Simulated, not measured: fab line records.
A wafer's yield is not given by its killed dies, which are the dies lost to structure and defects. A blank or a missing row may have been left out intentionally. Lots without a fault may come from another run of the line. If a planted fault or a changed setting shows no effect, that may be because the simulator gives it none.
Matching of chambers || flow n5 finfet || rie si-06 running N5_BEOL_M0_SAQP_MANDREL1_REMOVE_100: 4 sister chambers
The step chemistry HBr/Cl2/O2, target a-Si, stops on SiNx, bt time 10 s. 20 wafers are shown with their chamber, then 10 later ones without.

WAFERS WITH THEIR CHAMBER
{"wafer": "L076.1", "chamber": 3, "throttle valve pct (%)": 37.0, "oes product au (a.u.)": 1.010, "chamber pressure mTorr (mTorr)": 10.004}
{"wafer": "L076.4", "chamber": 1, "throttle valve pct (%)": 37.3, "oes product au (a.u.)": 0.980, "chamber pressure mTorr (mTorr)": 10.002}
{"wafer": "L076.5", "chamber": 0, "throttle valve pct (%)": 37.0, "oes product au (a.u.)": 1.007, "chamber pressure mTorr (mTorr)": 10.000}
{"wafer": "L081.1", "chamber": 0, "throttle valve pct (%)": 37.1, "oes product au (a.u.)": 1.000, "chamber pressure mTorr (mTorr)": 9.999}
{"wafer": "L081.3", "chamber": 2, "throttle valve pct (%)": 36.2, "oes product au (a.u.)": 0.985, "chamber pressure mTorr (mTorr)": 10.004}
{"wafer": "L081.4", "chamber": 1, "throttle valve pct (%)": 37.3, "oes product au (a.u.)": 0.980, "chamber pressure mTorr (mTorr)": 10.016}
{"wafer": "L082.3", "chamber": 0, "throttle valve pct (%)": 37.1, "oes product au (a.u.)": 1.014, "chamber pressure mTorr (mTorr)": 9.996}
{"wafer": "L082.4", "chamber": 1, "throttle valve pct (%)": 37.3, "oes product au (a.u.)": 0.980, "chamber pressure mTorr (mTorr)": 9.992}
{"wafer": "L082.6", "chamber": 0, "throttle valve pct (%)": 37.1, "oes product au (a.u.)": 1.012, "chamber pressure mTorr (mTorr)": 10.004}
{"wafer": "L083.2", "chamber": 1, "throttle valve pct (%)": 37.3, "oes product au (a.u.)": 0.994, "chamber pressure mTorr (mTorr)": 9.997}
{"wafer": "L083.4", "chamber": 0, "throttle valve pct (%)": 37.1, "oes product au (a.u.)": 1.004, "chamber pressure mTorr (mTorr)": 9.981}
{"wafer": "L083.6", "chamber": 1, "throttle valve pct (%)": 37.3, "oes product au (a.u.)": 0.993, "chamber pressure mTorr (mTorr)": 10.005}
{"wafer": "L084.1", "chamber": 2, "throttle valve pct (%)": 36.2, "oes product au (a.u.)": 0.982, "chamber pressure mTorr (mTorr)": 9.999}
{"wafer": "L084.4", "chamber": 3, "throttle valve pct (%)": 37.0, "oes product au (a.u.)": 1.009, "chamber pressure mTorr (mTorr)": 9.980}
{"wafer": "L084.6", "chamber": 2, "throttle valve pct (%)": 36.2, "oes product au (a.u.)": 0.989, "chamber pressure mTorr (mTorr)": 10.002}
{"wafer": "L085.2", "chamber": 3, "throttle valve pct (%)": 37.0, "oes product au (a.u.)": 1.000, "chamber pressure mTorr (mTorr)": 10.006}
{"wafer": "L085.3", "chamber": 2, "throttle valve pct (%)": 36.2, "oes product au (a.u.)": 0.977, "chamber pressure mTorr (mTorr)": 9.987}
{"wafer": "L085.4", "chamber": 1, "throttle valve pct (%)": 37.3, "oes product au (a.u.)": 0.986, "chamber pressure mTorr (mTorr)": 10.007}
{"wafer": "L087.1", "chamber": 0, "throttle valve pct (%)": 37.1, "oes product au (a.u.)": 0.989, "chamber pressure mTorr (mTorr)": 9.996}
{"wafer": "L087.2", "chamber": 2, "throttle valve pct (%)": 36.2, "oes product au (a.u.)": 0.975, "chamber pressure mTorr (mTorr)": 9.993}

SIGNATURES (averages over the wafers above)
{"reading": "throttle valve pct", "chamber 0": 37.083, "chamber 1": 37.300, "chamber 2": 36.200, "chamber 3": 37.000, "scatter within a chamber": 0.0228}
{"reading": "oes product au", "chamber 0": 1.00433, "chamber 1": 0.98550, "chamber 2": 0.98160, "chamber 3": 1.00633, "scatter within a chamber": 0.00718}
{"reading": "chamber pressure mTorr", "chamber 0": 9.99600, "chamber 1": 10.00317, "chamber 2": 9.99700, "chamber 3": 9.99667, "scatter within a chamber": 0.00892}
Rule: distance of a wafer from a chamber = root of the sum over the readings of ((wafer's reading minus chamber's mean) / reading's scatter) squared. If the next closest chamber is less than 2 further off than the closest, the wafer can't be placed; otherwise it belongs to the closest. The scatter: the root of (the sum of the squares of (reading less its chamber's mean) over the shown wafers, divided by (wafers less chambers)).

WAFERS WITHOUT THEIR CHAMBER
{"wafer": "L087.5", "throttle valve pct (%)": 37.1, "oes product au (a.u.)": 0.990, "chamber pressure mTorr (mTorr)": 9.988}
{"wafer": "L088.1", "throttle valve pct (%)": 36.2, "oes product au (a.u.)": 0.974, "chamber pressure mTorr (mTorr)": 9.993}
{"wafer": "L088.3", "throttle valve pct (%)": 37.3, "oes product au (a.u.)": 0.979, "chamber pressure mTorr (mTorr)": 10.009}
{"wafer": "L088.6", "throttle valve pct (%)": 37.1, "oes product au (a.u.)": 0.999, "chamber pressure mTorr (mTorr)": 10.005}
{"wafer": "L090.3", "throttle valve pct (%)": 36.2, "oes product au (a.u.)": 0.975, "chamber pressure mTorr (mTorr)": 9.990}
{"wafer": "L090.4", "throttle valve pct (%)": 37.1, "oes product au (a.u.)": 1.006, "chamber pressure mTorr (mTorr)": 10.009}
{"wafer": "L090.5", "throttle valve pct (%)": 37.0, "oes product au (a.u.)": 1.009, "chamber pressure mTorr (mTorr)": 10.010}
{"wafer": "L093.1", "throttle valve pct (%)": 37.3, "oes product au (a.u.)": 1.000, "chamber pressure mTorr (mTorr)": 9.997}
{"wafer": "L093.4", "throttle valve pct (%)": 37.0, "oes product au (a.u.)": 1.007, "chamber pressure mTorr (mTorr)": 10.012}
{"wafer": "L093.6", "throttle valve pct (%)": 37.0, "oes product au (a.u.)": 1.006, "chamber pressure mTorr (mTorr)": 9.999}

THE CHAMBER EACH PASSED THROUGH
{"wafer": "L087.5", "from the rows above": 0, "in truth": 0}
{"wafer": "L088.1", "from the rows above": 2, "in truth": 2}
{"wafer": "L088.3", "from the rows above": 1, "in truth": 1}
{"wafer": "L088.6", "from the rows above": 0, "in truth": 0}
{"wafer": "L090.3", "from the rows above": 2, "in truth": 2}
{"wafer": "L090.4", "from the rows above": 0, "in truth": 0}
{"wafer": "L090.5", "from the rows above": 3, "in truth": 3}
{"wafer": "L093.1", "from the rows above": 1, "in truth": 1}
{"wafer": "L093.4", "from the rows above": 3, "in truth": 3}
{"wafer": "L093.6", "from the rows above": 3, "in truth": 3}
Correct placement for 10 of the 10. Left unplaced by these rows: 0. Placed wrongly: 0.
